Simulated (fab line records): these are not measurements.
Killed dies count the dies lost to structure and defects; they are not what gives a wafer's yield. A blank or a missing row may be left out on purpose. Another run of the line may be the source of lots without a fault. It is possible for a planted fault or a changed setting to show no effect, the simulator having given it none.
What tool caused it? | flow nand_harc | 11 lots, 33 wafers sampled, at 6 steps of a route of 1302

== WHAT EACH GAUGE READ, for each wafer ==
NHARC_P_M0_CD_MEAS_09: target cd 90 nm. Usual: 89.6 nm for cd_nm, sd 0.7.
lot  | measured     | on        | cd_nm (nm)     | flag
L211 | day 8 09:57  | cd_sem-02 | 89.9 90.7 90.9 |
L214 | day 9 13:51  | cd_sem-02 | 90.0 89.4 89.0 |
L215 | day 10 04:19 | cd_sem-03 | 89.9 89.8 90.5 |
L217 | day 10 21:11 | cd_sem-01 | 89.7 92.3 92.1 |
L219 | day 11 06:13 | cd_sem-02 | 89.6 89.3 89.4 |
L221 | day 12 12:01 | cd_sem-02 | 88.5 89.3 90.1 |
L224 | day 13 14:16 | cd_sem-03 | 90.3 89.7 90.0 |
L226 | day 14 17:05 | cd_sem-03 | 89.7 88.0 89.3 |
L227 | day 14 17:07 | cd_sem-01 | 90.0 90.4 89.4 |
L228 | day 15 05:13 | cd_sem-01 | 89.7 89.6 90.5 |
L229 | day 15 12:11 | cd_sem-01 | 89.5 91.1 88.8 |

NHARC_END_SORT_01. Usual: for defect_limited_yield, 91 % with a standard deviation of 3.1; for killed_at_array, 59 with a standard deviation of 21; for killed_at_other, 1.0 with a standard deviation of 1.1; for killed_at_periphery, 4.0 with a standard deviation of 2.6; for killed_dies, 64 with a standard deviation of 21; for killed_open, 3.2 with a standard deviation of 1.7; for killed_short, 2.5 with a standard deviation of 1.5.
lot  | measured     | on        | defect_limited_yield (%) | killed_at_array | killed_at_other | killed_at_periphery | killed_dies | killed_open | killed_short | flag
L217 | day 29 01:24 | prober-01 | 95 94 94                 | 33 35 38        | 1 1 0           | 3 3 2               | 37 39 40    | 4 4 4       | 3 1 2        |
L224 | day 32 08:13 | prober-01 | 90 90 91                 | 59 59 57        | 1 1 0           | 5 6 3               | 65 66 60    | 6 4 5       | 2 1 6        |
L226 | day 33 06:11 | prober-02 | 94 92 93                 | 39 46 47        | 0 4 1           | 5 3 2               | 44 53 50    | 4 4 3       | 1 1 1        |
L227 | day 33 06:11 | prober-01 | 90 91 90                 | 61 59 62        | 1 0 1           | 8 4 5               | 70 63 68    | 3 3 6       | 5 2 1        |
L228 | day 33 14:00 | prober-02 | 91 92 91                 | 51 47 51        | 0 0 0           | 8 4 10              | 59 51 61    | 3 3 5       | 6 1 1        |

== WHAT TOOL EACH LOT RAN ON (gives the tool, then ch and the chambers of the sampled wafers, and finally the start) ==
lot  | NHARC_P_CONTACT_ETCH_35            | NHARC_P_CONTACT_ETCH_36                       | NHARC_P_CONTACT_STRIP_28           | NHARC_P_M0_PEB_07
L211 | rie_diel-04 ch 0,1,2, day 8 06:10  | rie_diel-04 ch 0,1,2, day 8 07:01 or earlier  | rie_diel-05 ch 1,2,3, day 8 07:01  | litho_track-01 ch 0, day 8 09:52
L214 | rie_diel-13 ch 0,2,3, day 9 10:06  | rie_diel-13 ch 0,1,2, day 9 10:58 or earlier  | rie_diel-04 ch 0,2,3, day 9 10:58  | litho_track-06 ch 0, day 9 13:46
L215 | rie_diel-04 ch 0,1,3, day 10 00:26 | rie_diel-04 ch 1,2, day 10 01:17 or earlier   | rie_diel-13 ch 0,3, day 10 01:17   | litho_track-01 ch 0, day 10 04:14
L217 | rie_diel-04 ch 0,2,3, day 10 16:38 | rie_diel-04 ch 2,3, day 10 17:29 or earlier   | rie_diel-13 ch 0,1,2, day 10 17:29 | litho_track-01 ch 0, day 10 21:06
L219 | rie_diel-04 ch 1,2,3, day 11 02:27 | rie_diel-04 ch 0,1,3, day 11 03:20 or earlier | rie_diel-13 ch 0,1,3, day 11 03:20 | litho_track-06 ch 0, day 11 06:08
L221 | rie_diel-04 ch 0,1,3, day 12 07:02 | rie_diel-04 ch 0,1,2, day 12 07:55 or earlier | rie_diel-05 ch 0,1,3, day 12 07:55 | litho_track-06 ch 0, day 12 11:56
L224 | rie_diel-13 ch 0,1,2, day 13 10:23 | rie_diel-13 ch 1,2,3, day 13 11:15 or earlier | rie_diel-05 ch 1,2,3, day 13 11:15 | litho_track-04 ch 0, day 13 14:11
L226 | rie_diel-13 ch 0,3, day 14 10:16   | rie_diel-13 ch 0,1,3, day 14 11:16 or earlier | rie_diel-05 ch 2,3, day 14 11:16   | litho_track-06 ch 0, day 14 17:00
L227 | rie_diel-13 ch 0,1, day 14 12:53   | rie_diel-13 ch 0,1, day 14 13:01              | rie_diel-04 ch 0,1,3, day 14 14:01 | litho_track-01 ch 0, day 14 17:02
L228 | rie_diel-05 ch 1,2,3, day 15 01:19 | rie_diel-05 ch 0,1,3, day 15 02:10 or earlier | rie_diel-13 ch 0,2,3, day 15 02:10 | litho_track-01 ch 0, day 15 05:08
L229 | rie_diel-05 ch 0,1,2, day 15 08:17 | rie_diel-05 ch 1,2, day 15 09:10 or earlier   | rie_diel-04 ch 1,2,3, day 15 09:10 | litho_track-04 ch 0, day 15 12:07
- NHARC_P_CONTACT_ETCH_35: etches the open film in CF4, target depth 39 nm, time 65 s.
- NHARC_P_CONTACT_ETCH_36: etches the open film in N2/H2, target depth 260 nm, time 406.25 s.
- NHARC_P_CONTACT_STRIP_28: strips in O2.
- NHARC_P_M0_PEB_07: peb time 65 s.

== AS READ BY THE TOOLS THEMSELVES (means over the sampled wafers that have a number; for cases with no such wafer, the mark the record gives instead) ==
NHARC_P_CONTACT_ETCH_35. Usual: drypump_motor_current_A 5.6 A, standard deviation 0.41; oes_product_au 1.009 a.u., standard deviation 0.011; rf_vpp_V 151.1 V, standard deviation 1.1; showerhead_plenum_p_Torr 1.76 Torr, standard deviation 0.061; throttle_valve_pct 13.285 %, standard deviation 0.0091.
lot  | tool        | drypump_motor_current_A (A) | oes_product_au (a.u.) | rf_vpp_V (V) | showerhead_plenum_p_Torr (Torr) | throttle_valve_pct (%) | flag
L211 | rie_diel-04 | 5.6                         | 1.010                 | 151.0        | 1.76                            | 13.287                 |
L214 | rie_diel-13 | 6.0                         | 0.992                 | 151.0        | 1.75                            | 13.287                 |
L215 | rie_diel-04 | 5.6                         | 1.015                 | 150.0        | 1.74                            | 13.287                 |
L217 | rie_diel-04 | 5.3                         | 1.009                 | 150.9        | 1.77                            | 13.292                 |
L219 | rie_diel-04 | 5.2                         | 1.008                 | 151.4        | 1.77                            | 13.289                 |
L221 | rie_diel-04 | 5.5                         | 1.013                 | 150.6        | 1.74                            | 13.291                 |
L224 | rie_diel-13 | 5.7                         | 1.012                 | 153.1        | 1.80                            | 13.286                 |
L226 | rie_diel-13 | 6.0                         | 1.006                 | 149.7        | 1.70                            | 13.283                 |
L227 | rie_diel-13 | 5.6                         | 1.019                 | 150.8        | 1.76                            | 13.274                 |
L228 | rie_diel-05 | 5.6                         | 1.012                 | 150.7        | 1.73                            | 13.284                 |
L229 | rie_diel-05 | 5.6                         | 1.009                 | 150.1        | 1.70                            | 13.289                 |

NHARC_P_CONTACT_ETCH_36. Usual: drypump_motor_current_A 5.6 A, standard deviation 0.42; oes_product_au 1.008 a.u., standard deviation 0.013; rf_vpp_V 430.1 V, standard deviation 2.5; showerhead_plenum_p_Torr 2.03 Torr, standard deviation 0.079; throttle_valve_pct 14.171 %, standard deviation 0.0097.
lot  | tool        | drypump_motor_current_A (A) | oes_product_au (a.u.) | rf_vpp_V (V) | showerhead_plenum_p_Torr (Torr) | throttle_valve_pct (%) | flag
L211 | rie_diel-04 | 5.6                         | 1.005                 | 430.9        | 2.03                            | 14.169                 |
L214 | rie_diel-13 | 5.7                         | 0.999                 | 431.9        | 2.08                            | 14.176                 |
L215 | rie_diel-04 | 5.2                         | 1.002                 | 431.6        | 2.07                            | 14.167                 |
L217 | rie_diel-04 | 4.9                         | 1.003                 | 431.3        | 2.05                            | 14.173                 |
L219 | rie_diel-04 | 5.6                         | 1.021                 | 429.6        | 2.01                            | 14.161                 |
L221 | rie_diel-04 | 5.6                         | 1.010                 | 429.9        | 2.03                            | 14.168                 |
L224 | rie_diel-13 | 5.8                         | 1.010                 | 432.2        | 2.08                            | 14.176                 |
L226 | rie_diel-13 | 5.7                         | 1.019                 | 430.4        | 2.02                            | 14.157                 |
L227 | rie_diel-13 | 5.4                         | 1.015                 | 431.7        | 2.09                            | 14.177                 |
L228 | rie_diel-05 | 5.5                         | 1.003                 | 430.6        | 2.01                            | 14.167                 |
L229 | rie_diel-05 | 5.7                         | 1.007                 | 427.7        | 1.94                            | 14.171                 |

NHARC_P_CONTACT_STRIP_28. Usual: drypump_motor_current_A 5.6 A, standard deviation 0.42; oes_product_au 1.006 a.u., standard deviation 0.013; rf_vpp_V 57.8 V, standard deviation 0.84; showerhead_plenum_p_Torr 3.52 Torr, standard deviation 0.13; throttle_valve_pct 17.035 %, standard deviation 0.0084.
lot  | tool        | drypump_motor_current_A (A) | oes_product_au (a.u.) | rf_vpp_V (V) | showerhead_plenum_p_Torr (Torr) | throttle_valve_pct (%) | flag
L211 | rie_diel-05 | 5.6                         | 1.010                 | 57.2         | 3.46                            | 17.032                 |
L214 | rie_diel-04 | 5.3                         | 1.011                 | 57.7         | 3.53                            | 17.024                 |
L215 | rie_diel-13 | 5.9                         | 0.998                 | 56.3         | 3.39                            | 17.034                 |
L217 | rie_diel-13 | 5.7                         | 1.017                 | 58.0         | 3.60                            | 17.030                 |
L219 | rie_diel-13 | 5.7                         | 1.005                 | 57.5         | 3.50                            | 17.035                 |
L221 | rie_diel-05 | 5.6                         | 1.013                 | 57.9         | 3.48                            | 17.036                 |
L224 | rie_diel-05 | 5.6                         | 1.010                 | 57.4         | 3.46                            | 17.031                 |
L226 | rie_diel-05 | 5.6                         | 1.009                 | 58.0         | 3.40                            | 17.034                 |
L227 | rie_diel-04 | 5.6                         | 1.012                 | 57.6         | 3.47                            | 17.027                 |
L228 | rie_diel-13 | 6.0                         | 1.008                 | 58.3         | 3.48                            | 17.035                 |
L229 | rie_diel-04 | 5.2                         | 1.007                 | 57.5         | 3.53                            | 17.035                 |

== THE ANSWER, worked out from the rows above alone ==
Rule: a lot is off if the mean of its wafers that have a number lies more than 3 standard deviations from the usual mean. Also off: a lot with no number at a reading for which 4 or more lots have one. Any other lot the step has rows for is counted as sound. The gauges are gone through in route order, then the tools' own readings, and for those a lot's mean is taken as printed above. The first step at which some lot is off is used, and at that step the reading that is off furthest; a lot without a number counts as furthest.
No lot is off on any of the readings shown, so nothing can be concluded from this.

== WHAT THE SIMULATOR HAD INSERTED ==
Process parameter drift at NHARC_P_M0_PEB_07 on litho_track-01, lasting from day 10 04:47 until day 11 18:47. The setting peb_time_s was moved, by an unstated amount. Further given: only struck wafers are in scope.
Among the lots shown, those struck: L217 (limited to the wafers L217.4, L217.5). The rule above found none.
